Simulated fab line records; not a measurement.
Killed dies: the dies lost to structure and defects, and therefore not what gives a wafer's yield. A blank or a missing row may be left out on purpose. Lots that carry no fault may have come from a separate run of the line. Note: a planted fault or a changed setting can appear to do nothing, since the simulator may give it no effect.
fab line records | flow n5Finfet
record lots=6 | wafers=18 | lastDay=17
route steps=1938 shown HKMG_FIN@423 PASSIVATION@1936
lots that met no fault: from a run of the same line without faults
startH: start of the lot's first displayed wafer, in hours after the record's first day | waitH: hours from the lot's prior step to this one | " identical to the entry in the row above | L1.1+2: several wafers, shown together as one row | - value missing, or start not given | * or withheld: withheld | < > ~ a bound
route shown NAME@n: NAME is a module with steps in the file, n the number in the route of the first one | usual: the fault-free wafers' mean and standard deviation | same: alike in all rows | chamber/n: place in a boat | sites: readings site by site | _std_site: the values' standard deviation | _edge_site: inner sites' mean taken away from outer sites' mean | radiusMm: how far each site lies from the wafer's centre | mask NAME#n: copy n | behind: the most recent tool/chamber to have shaped the wafer | hold: the reason the lot was held/the length of the hold in hours/how it ended | device: the n, p or np transistor that did not switch | end of line: the route-end tests of the same wafers | a step given without rows: its recipe and nothing more | killed: at the first sort, the dies lost to defects and structure; wafer yield is something else | map: a wafer's dies, x killed, . not, _ none there
set.NAME: the setting as run; set.NAME@STEP: as run at that earlier step | model.NAME: the simulator's own value behind a step, which no gauge read
lots at some steps of the route; a table a step, a row a wafer
services: a tool's chamber out of use, with start hour (startH, from the record's first day; less than 0 if before it), hours out, and reason
## steps
# step N5_HKMG_FIN_COAT_30
# recipe resist=SiARC | tempC=220 | timeS=60 | spinRpm=1500 | resistThkNm=35
# step N5_HKMG_FIN_COAT_06
# recipe resist=CAR-ArF | spinRpm=1500 | resistThkNm=90
# step N5_HKMG_FIN_EBR_08
# recipe solvent=PGMEA | ebrWidthMm=1.5
# step N5_HKMG_FIN_SOFTBAKE_07
# recipe tempC=110 | timeS=60 | resist=CAR-ArF
# step N5_HKMG_FIN_EXPOSE_09
# recipe maskId=NWFM | na=1.35 | sourceShape=conventional | sigmaOuter=0.8 | polarization=unpolarized | doseMj=39.25
# step N5_HKMG_FIN_PEB_10
# recipe pebTempC=withheld | pebTimeS=60 | resist=CAR-ArF
# step N5_HKMG_FIN_DEVELOP_11
# recipe developTimeS=30 | developer=TMAH | resist=CAR-ArF | devTempC=23 | rinseLiquid=diw | dry=airSpin
# step N5_HKMG_FIN_CD_MEAS_12
# recipe targetCdNm=92.8 | landingEnergyEv=500 | detector=seInlens
# usual cdNm=93.1/0.55
lot.wafer | tool     | chamber | startH | waitH | cdNm
L668.3    | cdSem-02 | 0       | 75.72  | -     | 93.2
L668.4    | "        | 0       | "      | "     | 93.4
L668.6    | "        | 0       | "      | "     | 93.6
L675.1    | cdSem-03 | 0       | 121.99 | -     | 93.3
L675.2    | "        | 0       | "      | "     | 93.3
L675.6    | "        | 0       | "      | "     | 93.4
L682.2    | cdSem-01 | 0       | 171.05 | -     | 93.2
L682.3    | "        | 0       | "      | "     | 93.3
L682.6    | "        | 0       | "      | "     | 92.1
L688.3    | cdSem-01 | 0       | 195.61 | -     | 93.8
L688.4    | "        | 0       | "      | "     | 93.9
L688.5    | "        | 0       | "      | "     | 92.6
L689.1    | cdSem-01 | 0       | 204.87 | -     | 92.7
L689.2    | "        | 0       | "      | "     | 93.1
L689.4    | "        | 0       | "      | "     | 93.0
L691.4    | cdSem-03 | 0       | 216.25 | -     | 92.6
L691.5    | "        | 0       | "      | "     | 93.3
L691.6    | "        | 0       | "      | "     | 93.5
# step N5_HKMG_FIN_OVL_MEAS_13
# recipe pointsPerWafer=44
# usual NWFM_OVL=0.2/0.89
# same pointsPerWafer=44
lot.wafer | tool       | chamber | startH | waitH | NWFM_OVL[nm]
L668.3    | overlay-01 | 0       | 75.75  | 0.0   | -0.1
L668.4    | "          | 0       | "      | "     | -0.3
L668.6    | "          | 0       | "      | "     | -0.1
L675.1    | overlay-02 | 0       | 122.02 | 0.0   | -0.9
L675.2    | "          | 0       | "      | "     | 1.1
L675.6    | "          | 0       | "      | "     | 0.1
L682.2    | overlay-02 | 0       | 171.07 | 0.0   | 0.8
L682.3    | "          | 0       | "      | "     | 1.3
L682.6    | "          | 0       | "      | "     | 0.9
L688.3    | overlay-02 | 0       | 195.64 | 0.0   | 0.2
L688.4    | "          | 0       | "      | "     | 0.6
L688.5    | "          | 0       | "      | "     | 0.3
L689.1    | overlay-01 | 0       | 204.91 | 0.0   | 0.8
L689.2    | "          | 0       | "      | "     | 2.0
L689.4    | "          | 0       | "      | "     | 1.2
L691.4    | overlay-01 | 0       | 216.28 | 0.0   | 1.0
L691.5    | "          | 0       | "      | "     | 1.6
L691.6    | "          | 0       | "      | "     | 1.5
# step N5_HKMG_FIN_INSPECT_14
# recipe mode=adi | inspectInstrument=macro
# usual rawDefectCount=2.2/1.7
lot.wafer | tool             | chamber | startH | waitH | rawDefectCount
L668.3    | defectInspect-01 | -       | 75.77  | 0.0   | 0
L668.4    | "                | -       | "      | "     | 0
L668.6    | "                | -       | "      | "     | 4
L675.1    | defectInspect-01 | -       | 122.04 | 0.0   | 1
L675.2    | "                | -       | "      | "     | 1
L675.6    | "                | -       | "      | "     | 3
L682.2    | defectInspect-01 | -       | 171.10 | 0.0   | 1
L682.3    | "                | -       | "      | "     | 1
L682.6    | "                | -       | "      | "     | 0
L688.3    | defectInspect-02 | -       | 195.66 | 0.0   | 2
L688.4    | "                | -       | "      | "     | 3
L688.5    | "                | -       | "      | "     | 1
L689.1    | defectInspect-01 | -       | 204.93 | 0.0   | 3
L689.2    | "                | -       | "      | "     | 3
L689.4    | "                | -       | "      | "     | 3
L691.4    | defectInspect-01 | -       | 216.30 | 0.0   | 2
L691.5    | "                | -       | "      | "     | 3
L691.6    | "                | -       | "      | "     | 2
# step N5_HKMG_FIN_DESCUM_17
# recipe chemistry=O2 | timeS=7.9 | sourcePowerW=50 | biasPowerW=20 | pressureMtorr=20 | rfFrequencyHz=2.712e+07 | tempC=40 | resist=CAR-ArF | o2FlowSccm=225
# usual biasPowerW=20.00/0.064 | drypumpMotorCurrentA=6.0/0.44 | o2FlowSccm=225.0/0.64 | oesProductAu=0.77/0.088 | rfVppV=243.1/1.3 | showerheadPlenumPTorr=2.09/0.061 | throttleValvePct=20.36/0.26
lot.wafer | tool       | chamber | startH | waitH | biasPowerW | drypumpMotorCurrentA | o2FlowSccm | oesProductAu | rfHoursCounterH | rfVppV | showerheadPlenumPTorr | throttleValvePct
L668.3    | rieDiel-03 | 2       | 75.81  | 0.0   | 20.07      | 6.0                  | 224.8      | 0.74         | 190             | 244.1  | 2.16                  | 20.88
L668.4    | "          | 3       | "      | "     | 20.09      | 5.5                  | 224.6      | 0.99         | 4               | 242.7  | 2.06                  | 20.31
L668.6    | "          | 3       | "      | "     | 20.04      | 5.5                  | 224.2      | 0.99         | -               | 243.5  | 2.05                  | 20.32
L675.1    | rieDiel-04 | 2       | 122.15 | 0.1   | 19.99      | 6.3                  | 224.0      | 0.72         | 189             | 244.5  | 2.05                  | 20.53
L675.2    | "          | 3       | "      | "     | 20.01      | 6.1                  | 224.8      | 0.82         | 95              | 242.8  | 2.02                  | 20.13
L675.6    | "          | 2       | "      | "     | 19.93      | 6.3                  | 224.3      | 0.72         | -               | 242.6  | 2.05                  | 20.53
L682.2    | rieDiel-04 | 3       | 171.13 | 0.0   | 19.94      | 6.1                  | 223.8      | 0.81         | 115             | 242.4  | 2.02                  | 20.14
L682.3    | "          | 2       | "      | "     | 19.88      | 6.4                  | 224.3      | 0.70         | 209             | 241.8  | 2.05                  | 20.56
L682.6    | "          | 3       | "      | "     | 19.94      | 6.1                  | 223.9      | 0.80         | -               | 243.0  | 2.02                  | 20.13
L688.3    | rieDiel-04 | 2       | 195.73 | 0.1   | 20.04      | 6.3                  | 226.0      | 0.69         | 222             | 241.0  | 2.04                  | 20.58
L688.4    | "          | 0       | "      | "     | 20.04      | 6.6                  | 224.8      | 0.70         | 211             | 243.7  | 2.17                  | 20.28
L688.5    | "          | 0       | "      | "     | 20.07      | 6.6                  | 224.7      | 0.69         | -               | 244.5  | 2.17                  | 20.28
L689.1    | rieDiel-03 | 1       | 204.96 | 0.0   | 20.01      | 6.6                  | 224.7      | 0.85         | 70              | 242.1  | 2.03                  | 20.04
L689.2    | "          | 2       | "      | "     | 20.02      | 6.0                  | 225.1      | 0.70         | 234             | 243.7  | 2.15                  | 20.96
L689.4    | "          | 0       | "      | "     | 19.91      | 5.4                  | 224.8      | 0.70         | 200             | 242.4  | 2.09                  | 20.53
L691.4    | rieDiel-05 | 1       | 216.35 | 0.0   | 20.05      | 5.0                  | 225.2      | 0.71         | -               | 240.9  | 2.07                  | 20.18
L691.5    | "          | 3       | "      | "     | 19.98      | 6.2                  | 225.1      | 0.70         | -               | 243.6  | 2.13                  | 20.09
L691.6    | "          | 0       | "      | "     | 19.93      | 5.9                  | 224.9      | 0.67         | -               | 242.1  | 1.98                  | 20.40
# step N5_HKMG_FIN_ETCH_31
# recipe chemistry=CF4 | target=SiARC | targetDepthA=455 | maskMaterial=CAR-ArF | timeS=75.8 | ionEnergyEv=80 | pressureMtorr=40 | sourceW=545 | biasW=36 | Ar_flow_sccm=100 | cf4FlowSccm=100 | ends=cleared
# usual drypumpMotorCurrentA=6.0/0.44 | etchRfOnTimeS=75.5/1.8 | oesProductAu=0.66/0.075 | rfVppV=183.8/1.1 | showerheadPlenumPTorr=2.14/0.052 | throttleValvePct=15.59/0.24
lot.wafer | tool       | chamber | startH | waitH | drypumpMotorCurrentA | etchRfOnTimeS | oesProductAu | rfHoursCounterH | rfVppV | showerheadPlenumPTorr | throttleValvePct
L668.3    | rieDiel-03 | 2       | 75.84  | 0.0   | 5.9                  | 76.4          | 0.63         | 190             | 183.9  | 2.21                  | 16.03
L668.4    | "          | 3       | "      | "     | 5.5                  | 74.1          | 0.83         | 4               | 185.4  | 2.12                  | 15.54
L668.6    | "          | 3       | "      | "     | 5.5                  | 74.2          | 0.83         | -               | 184.4  | 2.13                  | 15.54
L675.1    | rieDiel-04 | 2       | 122.18 | 0.0   | 6.4                  | 75.4          | 0.62         | 189             | 182.5  | 2.12                  | 15.88
L675.2    | "          | 3       | "      | "     | 6.0                  | 76.0          | 0.70         | 95              | 183.5  | 2.08                  | 15.34
L675.6    | "          | 2       | "      | "     | 6.4                  | 75.4          | 0.61         | -               | 184.1  | 2.12                  | 15.86
L682.2    | rieDiel-04 | 3       | 171.17 | 0.0   | 6.1                  | 76.4          | 0.68         | 115             | 182.8  | 2.07                  | 15.36
L682.3    | "          | 2       | "      | "     | 6.4                  | 74.9          | 0.62         | 209             | 184.7  | 2.11                  | 15.91
L682.6    | "          | 3       | "      | "     | 6.1                  | 76.3          | 0.69         | -               | 182.8  | 2.07                  | 15.35
L688.3    | rieDiel-04 | 2       | 195.76 | 0.0   | 6.4                  | 75.7          | 0.59         | 222             | 183.5  | 2.11                  | 15.94
L688.4    | "          | 0       | "      | "     | 6.6                  | 77.7          | 0.59         | 212             | 183.6  | 2.21                  | 15.47
L688.5    | "          | 0       | "      | "     | 6.6                  | 77.9          | 0.59         | -               | 185.1  | 2.21                  | 15.47
L689.1    | rieDiel-03 | 1       | 205.00 | 0.0   | 6.6                  | 73.3          | 0.73         | 70              | 182.6  | 2.09                  | 15.32
L689.2    | "          | 2       | "      | "     | 6.0                  | 77.7          | 0.59         | 234             | 184.5  | 2.19                  | 16.10
L689.4    | "          | 0       | "      | "     | 5.4                  | 77.5          | 0.60         | 200             | 183.0  | 2.13                  | 15.71
L691.4    | rieDiel-05 | 1       | 216.40 | 0.0   | 5.0                  | 76.7          | 0.60         | -               | 184.4  | 2.13                  | 15.53
L691.5    | "          | 3       | "      | "     | 6.2                  | 76.5          | 0.59         | -               | 184.7  | 2.19                  | 15.51
L691.6    | "          | 0       | "      | "     | 5.9                  | 75.5          | 0.58         | -               | 181.4  | 2.02                  | 15.58
# step N5_HKMG_FIN_ETCH_32
# recipe chemistry=N2/H2 | target=SOC | targetDepthA=2400 | tempC=40 | timeS=300 | ionEnergyEv=200 | maskMaterial=SiARC | pressureMtorr=30 | sourceW=840 | biasW=150 | n2FlowSccm=200 | h2FlowSccm=200
# usual drypumpMotorCurrentA=6.0/0.44 | oesProductAu=0.77/0.09 | rfVppV=523.6/2.1 | showerheadPlenumPTorr=2.54/0.066 | throttleValvePct=17.81/0.27
lot.wafer | tool       | chamber | startH | waitH | drypumpMotorCurrentA | oesProductAu | rfHoursCounterH | rfVppV | showerheadPlenumPTorr | throttleValvePct | model.etch.depthNm | model.HKMG_FIN.featureDepthNm | model.SiARC_of_HKMG_FIN_COAT_30.thkNm
L668.3    | rieDiel-03 | 2       | 75.90  | 0.0   | 6.0                  | 0.73         | 190             | 527.5  | 2.63                  | 18.39            | 236.4              | 236.4                         | 21.4
L668.4    | "          | 3       | "      | "     | 5.5                  | 0.99         | 4               | 522.8  | 2.51                  | 17.74            | 246.7              | 246.6                         | 20.8
L668.6    | "          | 3       | "      | "     | 5.5                  | 0.97         | -               | 521.9  | 2.51                  | 17.75            | 242.8              | 242.8                         | 21
L675.1    | rieDiel-04 | 2       | 122.24 | 0.0   | 6.4                  | 0.72         | 189             | 522.6  | 2.53                  | 18.12            | 238                | 238                           | 21.4
L675.2    | "          | 3       | "      | "     | 6.1                  | 0.81         | 95              | 521.4  | 2.46                  | 17.60            | 239.2              | 239.2                         | 20.8
L675.6    | "          | 2       | "      | "     | 6.4                  | 0.72         | -               | 523.2  | 2.53                  | 18.12            | 235.5              | 235.6                         | 21.6
L682.2    | rieDiel-04 | 3       | 171.22 | 0.0   | 6.0                  | 1.16         | 115             | 521.1  | 2.45                  | 17.69            | 413.4              | 413.4                         | 10.6
L682.3    | "          | 2       | "      | "     | 6.4                  | 1.02         | 209             | 521.4  | 2.52                  | 18.20            | 410.1              | 410.2                         | 11.8
L682.6    | "          | 3       | "      | "     | 6.0                  | 1.16         | -               | 520.2  | 2.45                  | 17.68            | 413.7              | 413.6                         | 10.6
L688.3    | rieDiel-04 | 2       | 195.82 | 0.0   | 6.3                  | 1.00         | 222             | 522.8  | 2.52                  | 18.20            | 405.1              | 405.2                         | 12
L688.4    | "          | 0       | "      | "     | 6.6                  | 0.98         | 212             | 527.3  | 2.62                  | 17.69            | 394.1              | 394                           | 12.4
L688.5    | "          | 0       | "      | "     | 6.6                  | 0.98         | -               | 526.2  | 2.62                  | 17.68            | 392.3              | 392.2                         | 12.4
L689.1    | rieDiel-03 | 1       | 205.05 | 0.0   | 6.6                  | 0.86         | 70              | 523.1  | 2.48                  | 17.56            | 251.5              | 251.6                         | 20.8
L689.2    | "          | 2       | "      | "     | 6.0                  | 0.70         | 234             | 526.1  | 2.61                  | 18.44            | 234.5              | 234.6                         | 21.6
L689.4    | "          | 0       | "      | "     | 5.4                  | 0.70         | 200             | 521.8  | 2.51                  | 17.85            | 234.3              | 234.2                         | 21.6
L691.4    | rieDiel-05 | 1       | 216.52 | 0.1   | 5.0                  | 0.70         | -               | 523.3  | 2.52                  | 17.74            | 232.4              | 232.4                         | 22
L691.5    | "          | 3       | "      | "     | 6.1                  | 0.68         | -               | 526.3  | 2.60                  | 17.60            | 232.3              | 232.4                         | 22
L691.6    | "          | 0       | "      | "     | 5.9                  | 0.67         | -               | 519.5  | 2.41                  | 17.86            | 233                | 233                           | 21.8
# step N5_HKMG_FIN_STRIP_33
# recipe chemistry=N2/H2 | tempC=40 | n2FlowSccm=200 | h2FlowSccm=200 | rfFrequencyHz=6e+07
# step N5_PASSIVATION_PROBE_49
# usual killed_at_M0_to_M3=34/11 | killed_at_M4_up=14/5.7 | killedAtContacts=14/6.9 | killedAtFrontEnd=40/11 | killedAtOther=4/3.1 | killedDies=105/17 | killedOpen=70/13 | killedShort=34/7.6
# same grossDies=1180 | killedAtBackSide=0
lot.wafer | tool      | chamber | startH | waitH | killed_at_M0_to_M3 | killed_at_M4_up | killedAtContacts | killedAtFrontEnd | killedAtOther | killedDies | killedOpen | killedShort
L668.3    | prober-02 | -       | 266.91 | 0.1   | 31                 | 17              | 10               | 42               | 5             | 105        | 80         | 24
L668.4    | prober-02 | -       | 266.96 | 0.2   | 40                 | 27              | 16               | 40               | 9             | 132        | 99         | 31
L668.6    | prober-02 | -       | 267.06 | 0.3   | 45                 | 19              | 6                | 49               | 4             | 123        | 81         | 40
L675.1    | prober-01 | -       | 313.39 | 0.0   | 30                 | 17              | 12               | 71               | 2             | 132        | 71         | 58
L675.6    | prober-01 | -       | 313.64 | 0.3   | 42                 | 9               | 15               | 51               | 4             | 121        | 67         | 53
L682.6    | prober-01 | -       | 369.63 | 0.3   | 42                 | 21              | 16               | 58               | 11            | 148        | 105        | 42
L688.5    | prober-02 | -       | 409.83 | 0.2   | 65                 | 11              | 4                | 38               | 9             | 127        | 79         | 47
# killed by level:class
L668.3 STI_FIN_REVEAL:geometricParticle:open=11 GATE_CUT:geometricParticle:open=11 BEOL_M4:geometricParticle:open=10 BEOL_M0_SAQP:geometricParticle:open=8 MOL_CONTACT_COAG:geometricParticle:open=8 BEOL_M3:geometricParticle:open=7 BEOL_M0_SAQP:geometricParticle:short=6 FIN_SAQP:geometricParticle:open=5
L668.4 BEOL_M4:geometricParticle:open=20 STI_FIN_REVEAL:geometricParticle:open=15 MOL_CONTACT_COAG:geometricParticle:open=12 BEOL_M0_SAQP:geometricParticle:open=11 FIN_SAQP:geometricParticle:open=9 BEOL_M1:geometricParticle:open=9 BEOL_M3:geometricParticle:open=8 BEOL_M0_SAQP:geometricParticle:short=5
L668.6 FIN_SAQP:geometricParticle:open=18 BEOL_M0_SAQP:geometricParticle:short=11 BEOL_M0_SAQP:geometricParticle:open=8 FIN_SAQP:geometricParticle:short=7 MOL_CONTACT_COAG:geometricParticle:open=6 BEOL_M3:geometricParticle:open=6 BEOL_M1:geometricParticle:open=6 BEOL_M2:geometricParticle:open=6
L675.1 GATE_CUT:geometricParticle:short=22 FIN_SAQP:geometricParticle:short=10 GATE_CUT:geometricParticle:open=10 BEOL_M4:geometricParticle:open=10 FIN_SAQP:geometricParticle:open=8 MOL_CONTACT_COAG:geometricParticle:open=8 BEOL_M0_SAQP:geometricParticle:open=8 BEOL_M0_SAQP:geometricParticle:short=6
L675.6 BEOL_M0_SAQP:geometricParticle:open=19 GATE_CUT:geometricParticle:short=17 FIN_SAQP:geometricParticle:open=12 MOL_CONTACT_COAG:geometricParticle:open=12 BEOL_M0_SAQP:geometricParticle:short=12 FIN_SAQP:geometricParticle:short=11 BEOL_M3:geometricParticle:open=6 DUMMY_GATE:geometricParticle:open=3
L682.6 MOL_CONTACT_COAG:geometricParticle:open=16 FIN_SAQP:geometricParticle:open=14 BEOL_M0_SAQP:geometricParticle:open=13 STI_FIN_REVEAL:geometricParticle:open=10 DUMMY_GATE:geometricParticle:open=8 BEOL_M3:geometricParticle:open=8 FIN_SAQP:geometricParticle:short=7 PAD_METAL:geometricParticle:short=6
L688.5 BEOL_M1:geometricParticle:open=19 BEOL_M0_SAQP:geometricParticle:short=15 STI_FIN_REVEAL:geometricParticle:open=13 BEOL_M0_SAQP:geometricParticle:open=10 BEOL_M2:geometricParticle:open=10 FIN_SAQP:geometricParticle:short=6 STI_FIN_REVEAL:geometricParticle:short=5 BEOL_M4:geometricParticle:open=4
## services
tool       | chamber | startH | hours | kind
rieDiel-03 | -       | 95.44  | 6.3   | repair
rieDiel-04 | 1       | 111.29 | 4.4   | repair
rieDiel-04 | 0       | 137.60 | 42.6  | repair
rieDiel-05 | -       | 172.74 | 15.6  | pm
rieDiel-05 | 2       | 209.68 | -     | clean
rieDiel-05 | 2       | 209.68 | -     | consumableReplace:focusRing
rieDiel-05 | 2       | 209.68 | -     | consumableReplace:showerhead
rieDiel-05 | 2       | 209.68 | 16.3  | scheduledDown
rieDiel-05 | 2       | 209.68 | 16.3  | ventCycle
## key
firstSign step=N5_HKMG_FIN_ETCH_32 | reading=oesProductAu | direction=up | sigmas=3.1 | usual=0.77 | struck=1.05
effect none on later readings
modelEffect step=N5_HKMG_FIN_ETCH_32 | value=etch.depthNm | without=237.5 | struck=404.8
metAt N5_HKMG_FIN_ETCH_32
struckWafers L682.2,L682.3,L682.6,L688.3,L688.4,L688.5
testerLeftOut L682,L688
onsetBetween 122.24 171.22
fault kind=processParameterDrift | tool=rieDiel-04 | chamber=- | onsetH=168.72 | steps=N5_HKMG_FIN_ETCH_32 | channel=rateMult | offset=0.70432 | shape=step | endH=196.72
# testerLeftOut: of these lots the tester's yield and bins aren't shown, on N5 and GAA mostly nor the transistor test; their killed dies are dies lost to structure and defects alone, not to doping, threshold or leakage, so they don't give the yield
